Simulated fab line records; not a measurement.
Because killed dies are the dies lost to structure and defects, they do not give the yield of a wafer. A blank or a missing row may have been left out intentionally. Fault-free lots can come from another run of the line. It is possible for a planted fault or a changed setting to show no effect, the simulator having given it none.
fab line records -- flow nand_harc -- part 2 of 2: steps 42 to 42 of 42
record lots=6, wafers=18, last_day=23
route steps=1159 shown A_BLC@975 A_M0@994 END@1159
lots that met no fault: taken from a fault-free run of the same line
start_h: hours from the record's opening day to when the first of the lot's shown wafers began -- wait_h: time in hours since the lot's previous step -- " repeats the value in the row above -- L1.1+2: a single row standing in for several wafers -- - either no value or no given start -- * or withheld: withheld -- < > ~ a bound
route shown NAME@n: names a module that has steps shown in the file, with the first one's number in the route -- usual: mean/standard deviation taken from wafers without a fault -- same: alike in all rows -- chamber/n: place in a boat -- sites: the reading at each site -- _std_site: standard deviation of those values -- _edge_site: outer sites' mean less inner sites' -- radius_mm: how far each site lies from the wafer's centre -- mask NAME#n: copy n -- behind: the tool/chamber that last shaped the wafer -- hold: what put the lot on hold/how long, in hours/how the hold closed -- device: the transistor (n, p or np) that didn't switch -- end of line: the tests these same wafers got at the end of their route -- for a step that has no rows: nothing shown but its recipe -- killed: the dies lost at the first sort to structure and to defects; this is not the yield of the wafer -- map: shows each die of a wafer: x if killed, . if not, _ if none is there
set.NAME: the run value of the setting; set.NAME@STEP: its run value at that earlier step -- model.NAME: the simulator's own value behind a step, which no gauge read
lots seen at some steps along the route; tables by step, rows by wafer
services: the hour from which a tool's chamber was out of use, counted from the record's first day as start_h (under 0 if before that day), plus the number of hours and why
## steps
# step NHARC_END_SORT_01
# recipe temp_c=25
# usual killed_at_array=27/12, killed_at_other=0.8/1, killed_at_periphery=4.0/2.5, killed_dies=32/11, killed_open=3.3/1.8, killed_short=2.0/1.5
# same gross_dies=677
lot.wafer,tool,chamber,start_h,wait_h,killed_at_array,killed_at_other,killed_at_periphery,killed_dies,killed_open,killed_short
L153.1,prober-02,0,476.32,2.5,27,3,2,32,0,2
L153.2,prober-02,0,477.13,2.8,30,4,1,35,3,2
L153.4,prober-02,0,478.75,3.4,19,2,0,21,0,1
L156.1,prober-01,0,488.63,2.5,26,0,8,34,4,0
L156.5,prober-01,0,491.89,3.8,28,0,2,30,1,4
L156.6,prober-01,0,492.70,4.1,20,1,5,26,3,1
L155.1,prober-01,0,497.22,2.5,27,0,6,33,4,2
L155.2,prober-01,0,498.03,2.8,29,0,8,37,2,3
L155.3,prober-01,0,498.85,3.1,35,1,9,45,1,7
L160.1,prober-01,0,533.07,2.5,14,2,2,18,3,2
L160.2,prober-01,0,533.87,2.8,673,2,1,676,5,2
L160.6,prober-01,0,537.10,4.0,13,2,2,17,2,2
L161.2,prober-02,0,533.92,2.8,19,1,5,25,5,2
L161.3,prober-02,0,534.73,3.1,20,0,3,23,4,0
L161.4,prober-02,0,535.54,3.4,11,0,5,16,2,3
L166.3,prober-01,0,561.18,3.1,677,0,0,677,0,0
L166.5,prober-01,0,562.77,3.7,47,2,0,49,2,4
L166.6,prober-01,0,563.57,4.0,29,0,3,32,3,3
# killed by level:class
L153.1 A_SLIT:chamber_film_flake=11 A_STAIRCASE:chamber_film_flake=8 A_CHANNEL_HOLE_D1:chamber_film_flake=4 THIN_TSV:chamber_film_flake=3 P_GATE:chamber_film_flake=2 A_M1:chamber_film_flake=2 A_ONON_D1:geometric_particle:short=1 A_WL_FILL:geometric_particle:short=1
L153.2 A_SLIT:chamber_film_flake=11 A_STAIRCASE:chamber_film_flake=7 A_CHANNEL_HOLE_D1:chamber_film_flake=4 THIN_TSV:chamber_film_flake=3 A_M1:chamber_film_flake=2 A_ONON_D1:geometric_particle:open=1 A_CHANNEL_FILL_D1:geometric_particle:short=1 A_SGD_CUT:geometric_particle:open=1
L153.4 A_SLIT:chamber_film_flake=9 A_STAIRCASE:chamber_film_flake=4 A_CHANNEL_HOLE_D1:chamber_film_flake=2 A_M1:chamber_film_flake=2 THIN_TSV:chamber_film_flake=2 A_CONTACT:geometric_particle:short=1 A_CHANNEL_FILL_D1:chamber_film_flake=1
L156.1 A_CHANNEL_HOLE_D1:chamber_film_flake=18 P_M2:chamber_film_flake=5 P_CONTACT:geometric_particle:open=1 P_STI:chamber_film_flake=1 A_CONTACT:geometric_particle:open=1 A_M0:geometric_particle:open=1 A_M1:geometric_particle:open=1 P_ZERO_WELL:chamber_film_flake=1
L156.5 A_CHANNEL_HOLE_D1:chamber_film_flake=21 A_ONON_D1:geometric_particle:short=2 A_CHANNEL_FILL_D1:geometric_particle:short=1 A_BLC:geometric_particle:open=1 A_BLC:geometric_particle:short=1 P_STI:chamber_film_flake=1 P_M2:chamber_film_flake=1 A_STAIRCASE:chamber_film_flake=1
L156.6 A_CHANNEL_HOLE_D1:chamber_film_flake=18 P_M2:chamber_film_flake=2 P_GATE:geometric_particle:open=1 P_M0:geometric_particle:open=1 A_CONTACT:geometric_particle:open=1 P_GATE:chamber_film_flake=1 STARTING-WAFER:geometric_particle:short=1 A_CHANNEL_FILL_D1:chamber_film_flake=1
L155.1 A_SLIT:chamber_film_flake=10 P_ZERO_WELL:chamber_film_flake=6 A_CHANNEL_HOLE_D1:chamber_film_flake=4 A_CONTACT:chamber_film_flake=4 A_STAIRCASE:chamber_film_flake=2 A_CHANNEL_HOLE_D1:geometric_particle:short=1 A_CHANNEL_FILL_D1:geometric_particle:open=1 A_SGD_CUT:geometric_particle:open=1
L155.2 A_SLIT:chamber_film_flake=14 P_ZERO_WELL:chamber_film_flake=5 A_CHANNEL_HOLE_D1:chamber_film_flake=5 A_CONTACT:chamber_film_flake=5 P_GATE:geometric_particle:open=1 P_M1:geometric_particle:short=1 A_ONON_D1:geometric_particle:open=1 A_CHANNEL_HOLE_D1:geometric_particle:short=1
L155.3 A_SLIT:chamber_film_flake=12 A_STAIRCASE:chamber_film_flake=7 A_CHANNEL_HOLE_D1:chamber_film_flake=6 P_ZERO_WELL:chamber_film_flake=4 A_CHANNEL_HOLE_D1:geometric_particle:short=3 A_CONTACT:chamber_film_flake=3 P_M2:chamber_film_flake=2 P_M0:geometric_particle:short=1
L160.1 A_CHANNEL_HOLE_D1:chamber_film_flake=5 A_STAIRCASE:chamber_film_flake=2 A_CONTACT:chamber_film_flake=2 THIN_TSV:chamber_film_flake=2 P_GATE:geometric_particle:short=1 A_CHANNEL_HOLE_D1:geometric_particle:open=1 A_M0:geometric_particle:short=1 A_WL_FILL:geometric_particle:open=1
L160.2 A_BLC:area_pvd=655 A_CHANNEL_HOLE_D1:chamber_film_flake=6 A_CHANNEL_FILL_D1:geometric_particle:open=2 A_CHANNEL_FILL_D1:chamber_film_flake=2 HYBRID_BOND:chamber_film_flake=2 A_SGD_CUT:geometric_particle:short=1 A_WL_FILL:geometric_particle:short=1 A_WL_FILL:geometric_particle:open=1
L161.2 A_CHANNEL_HOLE_D1:chamber_film_flake=10 A_CONTACT:geometric_particle:open=2 A_STAIRCASE:chamber_film_flake=2 P_GATE:geometric_particle:open=1 A_ONON_D1:geometric_particle:open=1 A_SGD_CUT:geometric_particle:short=1 A_CONTACT:geometric_particle:short=1 A_M0:geometric_particle:open=1
L161.3 A_CHANNEL_HOLE_D1:chamber_film_flake=6 A_WL_FILL:chamber_film_flake=5 A_CONTACT:chamber_film_flake=4 P_CONTACT:geometric_particle:open=1 A_SOURCE_PLATE:geometric_particle:open=1 A_SGD_CUT:geometric_particle:open=1 A_WL_FILL:geometric_particle:open=1 P_STI:chamber_film_flake=1
L161.4 A_CHANNEL_HOLE_D1:chamber_film_flake=5 A_CONTACT:chamber_film_flake=4 P_STI:geometric_particle:short=1 P_M0:geometric_particle:short=1 P_M2:geometric_particle:open=1 A_CHANNEL_FILL_D1:geometric_particle:short=1 A_WL_FILL:geometric_particle:open=1 P_ZERO_WELL:chamber_film_flake=1
L160.6 A_CHANNEL_HOLE_D1:chamber_film_flake=5 A_CHANNEL_FILL_D1:chamber_film_flake=2 A_CONTACT:chamber_film_flake=2 P_GATE:geometric_particle:open=1 A_ONON_D1:geometric_particle:short=1 A_CONTACT:geometric_particle:short=1 A_M0:geometric_particle:open=1 P_M0:chamber_film_flake=1
L166.3 A_BLC:area_pvd=642 A_SLIT:chamber_film_flake=22 A_CONTACT:chamber_film_flake=7 A_CHANNEL_HOLE_D1:chamber_film_flake=5 A_STAIRCASE:chamber_film_flake=1
L166.5 A_SLIT:chamber_film_flake=22 A_CONTACT:chamber_film_flake=9 A_STAIRCASE:chamber_film_flake=5 A_CHANNEL_HOLE_D1:chamber_film_flake=4 A_WL_FILL:geometric_particle:short=2 A_CONTACT:geometric_particle:short=2 A_CHANNEL_HOLE_D1:geometric_particle:open=1 STARTING-WAFER:geometric_particle:open=1
L166.6 A_SLIT:chamber_film_flake=16 A_CHANNEL_HOLE_D1:chamber_film_flake=4 A_STAIRCASE:chamber_film_flake=2 A_CONTACT:chamber_film_flake=2 P_CONTACT:geometric_particle:short=1 P_CONTACT:geometric_particle:open=1 A_WL_FILL:geometric_particle:short=1 A_WL_FILL:geometric_particle:open=1
# map L160.2 (x killed, . not)
____________x____________
_________xxxxxxx_________
_______xxxxxxxxxxx_______
______xxxxxxxxxxxxx______
_____xxxxxxxxxxxxxxx_____
____xxxxxxxxxxxxxxxxx____
____xxxxxxxxxxxxxxxxx____
___xxxxxxxxxxxxxxxxxxx___
___xxxxxxxxxxxxxxxxxxx___
__xxxxxxxxxxxxxxxxxxxxx__
__xxxxxxxxxxxxxxxxxxxxx__
_xxxxxxxxxxxxxxxxxxxxxxx_
_xxxxxxxxxxxxxxxxxxxxxxx_
_xxxxxxxxxxxxxxxxxxxxxxx_
_xxxxxxxxxxxxxxxxxxxxxxx_
_xxxxxxxxxxxxxxxxxxxxxxx_
xxxxxxxxxxxxxxxxxxxxxxxxx
xxxxxxxxxxxxxxxxxxxxxxxxx
xxxxxxxxxxxxxxxxxxxxxx.xx
xxxxxxxxxxxxxxxxxxxxxxxxx
xxxxxxxxxxxxxxxxxxxxxxxxx
_xxxxxxxxxxxxxxxxxxxxxxx_
_xxxxxxxxxxxxxxxxxxxxxxx_
_xxxxxxxxxxxxxxxxxxxxxxx_
_xxxxxxxxxxxxxxxxxxxxxxx_
_xxxxxxxxxxxxxxxxxxxxxxx_
__xxxxxxxxxxxxxxxxxxxxx__
__xxxxxxxxxxxxxxxxxxxxx__
___xxxxxxxxxxxxxxxxxxx___
___xxxxxxxxxxxxxxxxxxx___
____xxxxxxxxxxxxxxxxx____
____xxxxxxxxxxxxxxxxx____
_____xxxxxxxxxxxxxxx_____
______xxxxxxxxxxxxx______
_______xxxxxxxxxxx_______
_________xxxxxxx_________
____________x____________
# map L166.3 (x killed, . not)
____________x____________
_________xxxxxxx_________
_______xxxxxxxxxxx_______
______xxxxxxxxxxxxx______
_____xxxxxxxxxxxxxxx_____
____xxxxxxxxxxxxxxxxx____
____xxxxxxxxxxxxxxxxx____
___xxxxxxxxxxxxxxxxxxx___
___xxxxxxxxxxxxxxxxxxx___
__xxxxxxxxxxxxxxxxxxxxx__
__xxxxxxxxxxxxxxxxxxxxx__
_xxxxxxxxxxxxxxxxxxxxxxx_
_xxxxxxxxxxxxxxxxxxxxxxx_
_xxxxxxxxxxxxxxxxxxxxxxx_
_xxxxxxxxxxxxxxxxxxxxxxx_
_xxxxxxxxxxxxxxxxxxxxxxx_
xxxxxxxxxxxxxxxxxxxxxxxxx
xxxxxxxxxxxxxxxxxxxxxxxxx
xxxxxxxxxxxxxxxxxxxxxxxxx
xxxxxxxxxxxxxxxxxxxxxxxxx
xxxxxxxxxxxxxxxxxxxxxxxxx
_xxxxxxxxxxxxxxxxxxxxxxx_
_xxxxxxxxxxxxxxxxxxxxxxx_
_xxxxxxxxxxxxxxxxxxxxxxx_
_xxxxxxxxxxxxxxxxxxxxxxx_
_xxxxxxxxxxxxxxxxxxxxxxx_
__xxxxxxxxxxxxxxxxxxxxx__
__xxxxxxxxxxxxxxxxxxxxx__
___xxxxxxxxxxxxxxxxxxx___
___xxxxxxxxxxxxxxxxxxx___
____xxxxxxxxxxxxxxxxx____
____xxxxxxxxxxxxxxxxx____
_____xxxxxxxxxxxxxxx_____
______xxxxxxxxxxxxx______
_______xxxxxxxxxxx_______
_________xxxxxxx_________
____________x____________
## services
tool,chamber,start_h,hours,kind
rie_diel-11,3,413.71,2.8,repair
rie_diel-13,2,415.22,14.8,repair
rie_diel-11,0,419.63,6.9,repair
rie_diel-01,0,421.85,-,clean
rie_diel-01,1,421.85,-,clean
rie_diel-01,2,421.85,-,clean
rie_diel-01,3,421.85,-,clean
rie_diel-01,0,446.61,-,clean
rie_diel-01,1,446.61,-,clean
rie_diel-01,2,446.61,-,clean
rie_diel-01,3,446.61,-,clean
rie_diel-13,-,453.00,9.0,pm
rie_diel-11,3,454.92,3.6,repair
pvd_sputter-03,-,458.03,10.0,pm
rie_diel-01,0,471.11,-,clean
rie_diel-01,1,471.11,-,clean
rie_diel-01,2,471.11,-,clean
rie_diel-01,3,471.11,-,clean
rie_diel-01,-,491.89,9.0,pm
rie_diel-01,0,491.89,9.0,vent_cycle
pvd_sputter-01,-,506.87,1.2,repair
pvd_sputter-02,-,511.08,3.1,repair
pvd_sputter-01,-,514.01,10.0,pm
rie_diel-12,1,516.28,3.6,repair
## key
first_sign step=NHARC_END_SORT_01, reading=killed_dies, direction=up, sigmas=58, usual=32, struck=676
effect step=NHARC_END_SORT_01, reading=killed_at_array, direction=up, sigmas=56, usual=27, struck=675
more_kills_born_at NHARC_A_BLC_PVD_32@pvd_sputter-02=1297
met_at NHARC_A_BLC_PVD_32
struck_wafers L160.2,L166.3
later_rows_left_out L160.2,L166.3
tester_left_out L160,L166
onset_between 442.09 474.27
fault kind=process_parameter_drift, tool=pvd_sputter-02, chamber=-, onset_h=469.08, steps=NHARC_A_BLC_PVD_32, channel=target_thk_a, offset=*, shape=step, end_h=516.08, scope=struck_wafers_only, acts_in=*, stated=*
# tester_left_out: of these lots the tester's yield and bins aren't shown, on N5 and GAA mostly nor the transistor test; their killed dies are dies lost to structure and defects alone, not to doping, threshold or leakage, so they don't give the yield
# later_rows_left_out: the simulator's readings of these wafers behind a module that went badly wrong aren't trusted and aren't shown, but for the sort
